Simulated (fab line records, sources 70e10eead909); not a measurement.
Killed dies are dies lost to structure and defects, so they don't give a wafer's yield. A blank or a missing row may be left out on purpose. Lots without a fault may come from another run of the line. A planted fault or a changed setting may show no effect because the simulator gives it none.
Which tool did it? | flow nand_harc | 21 lots, 63 wafers sampled, at 6 steps of a route of 1159

WHAT THE GAUGES READ, wafer by wafer
The record holds no reading of a measuring or inspecting step that can be judged against a usual standard deviation.

WHICH TOOL RAN EACH LOT (tool, then ch and the chambers of the sampled wafers, then the start)
lot  | NHARC_A_CHANNEL_FILL_D1_STRIP_29              | NHARC_A_STAIRCASE_ETCH_13                     | NHARC_A_STAIRCASE_ETCH_21                     | NHARC_A_STAIRCASE_ETCH_27                     | NHARC_A_STAIRCASE_TRIM_187         | NHARC_A_STAIRCASE_ETCH_188
L074 | rie_diel-10 ch 2,3, day 10 21:36 or earlier   | rie_diel-13 ch 1,2, day 10 21:36 or earlier   | rie_diel-13 ch 1,2,3, day 10 21:36 or earlier | rie_diel-13 ch 1,2,3, day 10 21:36 or earlier | rie_diel-01 ch 1,2, day 10 21:36   | rie_diel-01 ch 0,1, no start
L076 | rie_diel-04 ch 1,2,3, day 11 08:43 or earlier | rie_diel-08 ch 0,2,3, day 11 08:43 or earlier | rie_diel-08 ch 0,2,3, day 11 08:43 or earlier | rie_diel-08 ch 0,2,3, day 11 08:43 or earlier | rie_diel-13 ch 0,1,3, day 11 08:43 | rie_diel-13 ch 1,2,3, no start
L078 | rie_diel-04 ch 1,2, day 12 00:15 or earlier   | rie_diel-08 ch 0,3, day 12 00:15 or earlier   | rie_diel-01 ch 0,1,2, day 12 00:15 or earlier | rie_diel-01 ch 0,1, day 12 00:15 or earlier   | rie_diel-08 ch 0,1, day 12 00:15   | rie_diel-08 ch 0,1,3, no start
L079 | rie_diel-10 ch 0,1,3, day 12 02:13 or earlier | rie_diel-13 ch 0,1,3, day 12 02:13 or earlier | rie_diel-13 ch 0,1,3, day 12 02:13 or earlier | rie_diel-13 ch 0,1,3, day 12 02:13 or earlier | rie_diel-08 ch 0,1,2, day 12 02:13 | rie_diel-08 ch 1,2,3, no start
L081 | rie_diel-04 ch 0,1,3, day 12 13:26 or earlier | rie_diel-13 ch 0,3, day 12 13:26 or earlier   | rie_diel-13 ch 0,1, day 12 13:26 or earlier   | rie_diel-13 ch 0,3, day 12 13:26 or earlier   | rie_diel-01 ch 0,2,3, day 12 13:26 | rie_diel-01 ch 0,2,3, no start
L080 | rie_diel-10 ch 1,2, day 12 13:14 or earlier   | rie_diel-08 ch 0,1,2, day 12 13:14 or earlier | rie_diel-08 ch 0,1, day 12 13:14 or earlier   | rie_diel-08 ch 1,2,3, day 12 13:14 or earlier | rie_diel-01 ch 0,2,3, day 12 13:14 | rie_diel-01 ch 0,3, no start
L083 | rie_diel-05 ch 2,3, day 13 04:54 or earlier   | rie_diel-13 ch 2,3, day 13 04:54 or earlier   | rie_diel-13 ch 0,1, day 13 04:54 or earlier   | rie_diel-13 ch 0,1,2, day 13 04:54 or earlier | rie_diel-01 ch 1,3, day 13 04:54   | rie_diel-01 ch 0,2,3, no start
L085 | rie_diel-05 ch 2,3, day 14 13:14 or earlier   | rie_diel-13 ch 2,3, day 14 13:14 or earlier   | rie_diel-13 ch 0,3, day 14 13:14 or earlier   | rie_diel-13 ch 0,1,2, day 14 13:14 or earlier | rie_diel-13 ch 2,3, day 14 13:14   | rie_diel-13 ch 0,3, no start
L084 | rie_diel-10 ch 2,3, day 14 13:26 or earlier   | rie_diel-08 ch 1,2, day 14 13:26 or earlier   | rie_diel-08 ch 0,1,3, day 14 13:26 or earlier | rie_diel-08 ch 0,2,3, day 14 13:26 or earlier | rie_diel-13 ch 0,2,3, day 14 13:26 | rie_diel-13 ch 0,3, no start
L087 | rie_diel-10 ch 1,3, day 14 14:11 or earlier   | rie_diel-08 ch 1,3, day 14 14:11 or earlier   | rie_diel-13 ch 1,2, day 14 14:11 or earlier   | rie_diel-13 ch 0,2,3, day 14 14:11 or earlier | rie_diel-13 ch 0,1,2, day 14 14:11 | rie_diel-13 ch 0,1,2, no start
L086 | rie_diel-04 ch 0,1, day 14 14:21 or earlier   | rie_diel-13 ch 0,1,3, day 14 14:21 or earlier | rie_diel-13 ch 0,3, day 14 14:21 or earlier   | rie_diel-13 ch 0,1,2, day 14 14:21 or earlier | rie_diel-08 ch 0,1,2, day 14 14:21 | rie_diel-08 ch 0,1,2, no start
L088 | rie_diel-10 ch 0,1,3, day 14 13:44 or earlier | rie_diel-08 ch 0,2, day 14 13:44 or earlier   | rie_diel-08 ch 1,2, day 14 13:44 or earlier   | rie_diel-08 ch 2,3, day 14 13:44 or earlier   | rie_diel-01 ch 0,3, day 14 13:44   | rie_diel-01 ch 0,1,2, no start
L090 | rie_diel-10 ch 1,2,3, day 14 19:22 or earlier | rie_diel-08 ch 0,1,2, day 14 19:22 or earlier | rie_diel-08 ch 0,2, day 14 19:22 or earlier   | rie_diel-08 ch 0,1, day 14 19:22 or earlier   | rie_diel-01 ch 0,1,2, day 14 19:22 | rie_diel-01 ch 0,1,3, no start
L089 | rie_diel-05 ch 0,2,3, day 14 18:13 or earlier | rie_diel-08 ch 0,1,2, day 14 18:13 or earlier | rie_diel-01 ch 0,1,2, day 14 18:13 or earlier | rie_diel-01 ch 0,2,3, day 14 18:13 or earlier | rie_diel-01 ch 0,2,3, day 14 18:13 | rie_diel-01 ch 0,1,2, no start
L091 | rie_diel-10 ch 1,2, day 14 21:19 or earlier   | rie_diel-01 ch 1,2,3, day 14 21:19 or earlier | rie_diel-01 ch 0,1, day 14 21:19 or earlier   | rie_diel-01 ch 0,1,2, day 14 21:19 or earlier | rie_diel-01 ch 0,3, day 14 21:19   | rie_diel-01 ch 2,3, no start
L092 | rie_diel-10 ch 0,1,2, day 15 06:43 or earlier | rie_diel-13 ch 0,1,3, day 15 06:43 or earlier | rie_diel-01 ch 1,2,3, day 15 06:43 or earlier | rie_diel-01 ch 1,2,3, day 15 06:43 or earlier | rie_diel-13 ch 0,1,3, day 15 06:43 | rie_diel-13 ch 1,2,3, no start
L093 | rie_diel-04 ch 0,1,2, day 15 06:46 or earlier | rie_diel-08 ch 0,1,2, day 15 06:46 or earlier | rie_diel-01 ch 0,2,3, day 15 06:46 or earlier | rie_diel-01 ch 1,2,3, day 15 06:46 or earlier | rie_diel-08 ch 1,2,3, day 15 06:46 | rie_diel-08 ch 0,2,3, no start
L094 | rie_diel-04 ch 0,1,3, day 15 19:46 or earlier | rie_diel-01 ch 0,1,3, day 15 19:46 or earlier | rie_diel-08 ch 0,1,2, day 15 19:46 or earlier | rie_diel-08 ch 0,2,3, day 15 19:46 or earlier | rie_diel-13 ch 0,1,3, day 15 19:46 | rie_diel-13 ch 0,2,3, no start
L095 | rie_diel-05 ch 1,2,3, day 16 10:49 or earlier | rie_diel-01 ch 1,2,3, day 16 10:49 or earlier | rie_diel-01 ch 0,1,2, day 16 10:49 or earlier | rie_diel-01 ch 0,1,3, day 16 10:49 or earlier | rie_diel-01 ch 0,2,3, day 16 10:49 | rie_diel-01 ch 0,1,2, no start
L096 | rie_diel-04 ch 0,3, day 16 10:15 or earlier   | rie_diel-08 ch 0,1, day 16 10:15 or earlier   | rie_diel-13 ch 0,3, day 16 10:15 or earlier   | rie_diel-13 ch 1,2, day 16 10:15 or earlier   | rie_diel-08 ch 2,3, day 16 10:15   | rie_diel-08 ch 0,3, no start
L097 | rie_diel-04 ch 1,2,3, day 16 15:00 or earlier | rie_diel-13 ch 0,2, day 16 15:00 or earlier   | rie_diel-08 ch 0,1,2, day 16 15:00 or earlier | rie_diel-08 ch 1,2, day 16 15:00 or earlier   | rie_diel-13 ch 0,2,3, day 16 15:00 | rie_diel-13 ch 0,2, no start
- NHARC_A_CHANNEL_FILL_D1_STRIP_29: strips in O2, time 20 s.
- NHARC_A_STAIRCASE_ETCH_13: etches the open film in C4F8/O2, target depth 100 nm, time 40.5 s.
- NHARC_A_STAIRCASE_ETCH_21: etches the open film in C4F8/O2, target depth 100 nm, time 40.5 s.
- NHARC_A_STAIRCASE_ETCH_27: etches the open film in C4F8/O2, target depth 100 nm, time 40.5 s.
- NHARC_A_STAIRCASE_TRIM_187: chemistry O2, time 211.2 s.
- NHARC_A_STAIRCASE_ETCH_188: etches the open film in C4F8/O2, target depth 100 nm, time 40.5 s.

WHAT THE TOOLS THEMSELVES READ (means of the sampled wafers that have a number; where no wafer has one, the mark that the record gives instead)
NHARC_A_CHANNEL_FILL_D1_STRIP_29.
lot  | tool        | chamber_pressure_mTorr (mTorr) | drypump_motor_current_A (A) | oes_product_au (a.u.) | rf_vpp_V (V) | showerhead_plenum_p_Torr (Torr) | throttle_valve_pct (%)
L074 | rie_diel-10 | 59.99                          | 5.4                         | 1.001                 | 57.2         | 3.41                            | 17.033
L076 | rie_diel-04 | 60.05                          | 5.8                         | 1.008                 | 57.0         | 3.58                            | 17.041
L078 | rie_diel-04 | 60.01                          | 5.6                         | 1.005                 | 57.6         | 3.57                            | 17.034
L079 | rie_diel-10 | 60.03                          | 5.6                         | 1.002                 | 58.0         | 3.49                            | 17.043
L081 | rie_diel-04 | 60.01                          | 5.6                         | 1.002                 | 57.8         | 3.54                            | 17.033
L080 | rie_diel-10 | 59.95                          | 5.6                         | 0.988                 | 57.5         | 3.54                            | 17.027
L083 | rie_diel-05 | 59.95                          | 4.9                         | 0.997                 | 57.8         | 3.51                            | 17.042
L085 | rie_diel-05 | 60.01                          | 4.9                         | 0.995                 | 57.8         | 3.51                            | 17.033
L084 | rie_diel-10 | 60.03                          | 5.4                         | 1.004                 | 57.5         | 3.41                            | 17.047
L087 | rie_diel-10 | 59.95                          | 5.5                         | 1.020                 | 57.7         | 3.57                            | 17.033
L086 | rie_diel-04 | 59.99                          | 5.7                         | 1.008                 | 58.9         | 3.53                            | 17.031
L088 | rie_diel-10 | 59.98                          | 5.6                         | 0.994                 | 57.2         | 3.49                            | 17.038
L090 | rie_diel-10 | 59.97                          | 5.5                         | 1.007                 | 56.8         | 3.51                            | 17.031
L089 | rie_diel-05 | 59.98                          | 5.2                         | 0.996                 | 57.0         | 3.49                            | 17.035
L091 | rie_diel-10 | 59.98                          | 5.6                         | 1.004                 | 58.7         | 3.60                            | 17.035
L092 | rie_diel-10 | 59.99                          | 5.6                         | 1.004                 | 58.1         | 3.52                            | 17.033
L093 | rie_diel-04 | 59.98                          | 6.0                         | 1.004                 | 58.4         | 3.57                            | 17.043
L094 | rie_diel-04 | 59.98                          | 5.6                         | 1.003                 | 56.7         | 3.54                            | 17.041
L095 | rie_diel-05 | 59.93                          | 5.3                         | 0.999                 | 57.5         | 3.47                            | 17.033
L096 | rie_diel-04 | 59.99                          | 5.7                         | 0.996                 | 58.0         | 3.55                            | 17.044
L097 | rie_diel-04 | 59.96                          | 5.8                         | 0.996                 | 57.8         | 3.58                            | 17.043

NHARC_A_STAIRCASE_ETCH_13.
lot  | tool        | bias_w (W) | chamber_pressure_mTorr (mTorr) | oes_product_au (a.u.) | rf_vpp_V (V)
L074 | rie_diel-13 | 999        | 25.026                         | 0.929                 | 889
L076 | rie_diel-08 | 1002       | 24.993                         | 0.925                 | 896
L078 | rie_diel-08 | 999        | 25.013                         | 0.962                 | 897
L079 | rie_diel-13 | 999        | 25.007                         | 0.934                 | 888
L081 | rie_diel-13 | 999        | 25.009                         | 0.942                 | 889
L080 | rie_diel-08 | 1001       | 25.016                         | 0.963                 | 898
L083 | rie_diel-13 | 1000       | 24.999                         | 0.957                 | 890
L085 | rie_diel-13 | 1002       | 25.024                         | 0.933                 | 892
L084 | rie_diel-08 | 998        | 25.016                         | 0.932                 | 896
L087 | rie_diel-08 | 1003       | 25.000                         | 0.938                 | 892
L086 | rie_diel-13 | 1001       | 24.999                         | 0.932                 | 888
L088 | rie_diel-08 | 998        | 25.002                         | 0.934                 | 900
L090 | rie_diel-08 | 997        | 24.992                         | 0.919                 | 897
L089 | rie_diel-08 | 1000       | 25.002                         | 0.947                 | 898
L091 | rie_diel-01 | 1000       | 25.004                         | 0.951                 | 897
L092 | rie_diel-13 | 1000       | 25.012                         | 0.928                 | 888
L093 | rie_diel-08 | 998        | 24.988                         | 0.932                 | 898
L094 | rie_diel-01 | 1000       | 25.012                         | 0.935                 | 899
L095 | rie_diel-01 | 999        | 25.000                         | 0.959                 | 897
L096 | rie_diel-08 | 1002       | 25.001                         | 0.946                 | 895
L097 | rie_diel-13 | 999        | 25.016                         | 0.952                 | 893

NHARC_A_STAIRCASE_ETCH_21.
lot  | tool        | bias_w (W) | chamber_pressure_mTorr (mTorr) | oes_product_au (a.u.) | rf_vpp_V (V)
L074 | rie_diel-13 | 999.4      | 25.011                         | 0.936                 | 890
L076 | rie_diel-08 | 998.5      | 24.998                         | 0.948                 | 896
L078 | rie_diel-01 | 1002.8     | 25.028                         | 0.957                 | 899
L079 | rie_diel-13 | 999.4      | 24.997                         | 0.937                 | 888
L081 | rie_diel-13 | 1003.6     | 25.004                         | 0.944                 | 889
L080 | rie_diel-08 | 1000.3     | 24.998                         | 0.949                 | 895
L083 | rie_diel-13 | 1000.1     | 25.004                         | 0.945                 | 889
L085 | rie_diel-13 | 997.9      | 24.988                         | 0.929                 | 888
L084 | rie_diel-08 | 1001.5     | 25.014                         | 0.936                 | 894
L087 | rie_diel-13 | 1004.4     | 25.015                         | 0.938                 | 892
L086 | rie_diel-13 | 1000.5     | 24.988                         | 0.937                 | 888
L088 | rie_diel-08 | 1000.1     | 24.991                         | 0.945                 | 899
L090 | rie_diel-08 | 995.8      | 24.993                         | 0.944                 | 900
L089 | rie_diel-01 | 1004.6     | 24.990                         | 0.949                 | 898
L091 | rie_diel-01 | 999.4      | 24.991                         | 0.926                 | 900
L092 | rie_diel-01 | 998.9      | 24.989                         | 0.929                 | 898
L093 | rie_diel-01 | 1001.0     | 25.006                         | 0.935                 | 897
L094 | rie_diel-08 | 999.4      | 24.984                         | 0.972                 | 898
L095 | rie_diel-01 | 998.4      | 24.999                         | 0.935                 | 898
L096 | rie_diel-13 | 998.1      | 24.990                         | 0.960                 | 889
L097 | rie_diel-08 | 999.9      | 24.993                         | 0.954                 | 898

NHARC_A_STAIRCASE_ETCH_27.
lot  | tool        | bias_w (W) | chamber_pressure_mTorr (mTorr) | oes_product_au (a.u.) | rf_vpp_V (V)
L074 | rie_diel-13 | 998        | 24.995                         | 0.945                 | 888
L076 | rie_diel-08 | 1000       | 24.992                         | 0.950                 | 898
L078 | rie_diel-01 | 1003       | 25.003                         | 0.922                 | 901
L079 | rie_diel-13 | 1000       | 25.005                         | 0.938                 | 889
L081 | rie_diel-13 | 1003       | 24.995                         | 0.949                 | 889
L080 | rie_diel-08 | 1000       | 24.994                         | 0.949                 | 896
L083 | rie_diel-13 | 1002       | 25.011                         | 0.951                 | 890
L085 | rie_diel-13 | 1001       | 25.018                         | 0.944                 | 890
L084 | rie_diel-08 | 998        | 25.004                         | 0.942                 | 897
L087 | rie_diel-13 | 1002       | 24.996                         | 0.924                 | 891
L086 | rie_diel-13 | 1003       | 25.013                         | 0.928                 | 891
L088 | rie_diel-08 | 999        | 25.001                         | 0.948                 | 894
L090 | rie_diel-08 | 999        | 25.004                         | 0.938                 | 896
L089 | rie_diel-01 | 998        | 25.011                         | 0.940                 | 897
L091 | rie_diel-01 | 1000       | 25.002                         | 0.932                 | 898
L092 | rie_diel-01 | 997        | 25.005                         | 0.930                 | 897
L093 | rie_diel-01 | 999        | 24.987                         | 0.924                 | 897
L094 | rie_diel-08 | 1001       | 25.013                         | 0.960                 | 896
L095 | rie_diel-01 | 1001       | 25.009                         | 0.934                 | 899
L096 | rie_diel-13 | 997        | 24.984                         | 0.953                 | 889
L097 | rie_diel-08 | 1002       | 25.001                         | 0.943                 | 898

NHARC_A_STAIRCASE_TRIM_187.
lot  | tool        | chamber_pressure_mTorr (mTorr) | drypump_motor_current_A (A) | oes_product_au (a.u.) | rf_vpp_V (V) | showerhead_plenum_p_Torr (Torr) | throttle_valve_pct (%)
L074 | rie_diel-01 | 60.01                          | 5.9                         | 0.993                 | 57.7         | 3.56                            | 17.037
L076 | rie_diel-13 | 60.02                          | 5.8                         | 0.999                 | 56.7         | 3.34                            | 17.033
L078 | rie_diel-08 | 60.02                          | 5.7                         | 1.004                 | 57.9         | 3.55                            | 17.048
L079 | rie_diel-08 | 60.02                          | 5.9                         | 0.999                 | 57.9         | 3.58                            | 17.037
L081 | rie_diel-01 | 59.97                          | 6.1                         | 0.993                 | 58.0         | 3.55                            | 17.046
L080 | rie_diel-01 | 60.02                          | 6.1                         | 1.002                 | 58.4         | 3.55                            | 17.035
L083 | rie_diel-01 | 60.00                          | 5.5                         | 0.990                 | 58.0         | 3.60                            | 17.030
L085 | rie_diel-13 | 60.05                          | 6.0                         | 1.003                 | 58.0         | 3.39                            | 17.047
L084 | rie_diel-13 | 60.01                          | 5.7                         | 1.004                 | 56.9         | 3.37                            | 17.046
L087 | rie_diel-13 | 59.98                          | 6.0                         | 1.007                 | 57.0         | 3.38                            | 17.037
L086 | rie_diel-08 | 59.98                          | 5.9                         | 1.000                 | 58.2         | 3.57                            | 17.033
L088 | rie_diel-01 | 60.00                          | 6.0                         | 1.005                 | 57.7         | 3.59                            | 17.035
L090 | rie_diel-01 | 59.96                          | 5.9                         | 0.997                 | 57.7         | 3.59                            | 17.036
L089 | rie_diel-01 | 60.00                          | 6.1                         | 0.999                 | 57.5         | 3.54                            | 17.044
L091 | rie_diel-01 | 60.04                          | 5.9                         | 0.993                 | 57.7         | 3.57                            | 17.029
L092 | rie_diel-13 | 60.07                          | 5.7                         | 1.001                 | 56.7         | 3.32                            | 17.040
L093 | rie_diel-08 | 59.95                          | 5.7                         | 0.995                 | 57.9         | 3.49                            | 17.036
L094 | rie_diel-13 | 60.01                          | 5.8                         | 0.997                 | 56.9         | 3.32                            | 17.024
L095 | rie_diel-01 | 59.95                          | 6.1                         | 1.001                 | 58.0         | 3.53                            | 17.046
L096 | rie_diel-08 | 60.05                          | 5.4                         | 0.995                 | 58.0         | 3.47                            | 17.036
L097 | rie_diel-13 | 60.01                          | 5.7                         | 1.001                 | 57.2         | 3.36                            | 17.027

NHARC_A_STAIRCASE_ETCH_188.
lot  | tool        | bias_w (W) | chamber_pressure_mTorr (mTorr) | oes_product_au (a.u.) | rf_vpp_V (V)
L074 | rie_diel-01 | 1001.7     | 24.982                         | 0.943                 | 902
L076 | rie_diel-13 | 1000.6     | 24.991                         | 0.945                 | 889
L078 | rie_diel-08 | 1003.0     | 24.967                         | 0.959                 | 894
L079 | rie_diel-08 | 1000.8     | 25.003                         | 0.948                 | 895
L081 | rie_diel-01 | 999.3      | 25.002                         | 0.926                 | 897
L080 | rie_diel-01 | 999.5      | 24.993                         | 0.940                 | 898
L083 | rie_diel-01 | 1004.8     | 24.981                         | 0.919                 | 897
L085 | rie_diel-13 | 999.3      | 24.998                         | 0.937                 | 890
L084 | rie_diel-13 | 998.7      | 25.002                         | 0.923                 | 889
L087 | rie_diel-13 | 1000.0     | 25.015                         | 0.930                 | 889
L086 | rie_diel-08 | 1001.2     | 24.994                         | 0.935                 | 898
L088 | rie_diel-01 | 998.3      | 24.983                         | 0.940                 | 898
L090 | rie_diel-01 | 1001.3     | 24.992                         | 0.926                 | 899
L089 | rie_diel-01 | 997.7      | 25.014                         | 0.928                 | 898
L091 | rie_diel-01 | 1000.6     | 24.978                         | 0.926                 | 895
L092 | rie_diel-13 | 1001.2     | 25.020                         | 0.929                 | 889
L093 | rie_diel-08 | 999.0      | 24.989                         | 0.942                 | 896
L094 | rie_diel-13 | 998.7      | 25.002                         | 0.955                 | 891
L095 | rie_diel-01 | 999.4      | 24.987                         | 0.943                 | 898
L096 | rie_diel-08 | 1000.9     | 24.995                         | 0.955                 | 896
L097 | rie_diel-13 | 1000.1     | 24.988                         | 0.951                 | 892

THE ANSWER, worked out from the rows above alone
Rule: what is usual is taken from the lots themselves. Put in order of their means at a reading, lots are off if they are a third of the lots or fewer, leave a main group of 4 or more, and stand apart from it by a gap of 3 or more times the standard deviation of the main group's means; of several such gaps the widest counts. A main group whose means are all the same, to the digits that the tables above print for the reading, isn't used. A lot without any number at a reading at which 4 lots or more have one is off too. The other lots that the step has rows for count as sound. The gauges are gone through in route order, then the tools' own readings, and for those a lot's mean is taken as printed above. The first step at which some lot is off is used, and at that step the reading that is off furthest; a lot without a number counts as furthest.
No lot is off at any reading shown: from this, nothing can be told.

WHAT THE SIMULATOR HAD PUT IN
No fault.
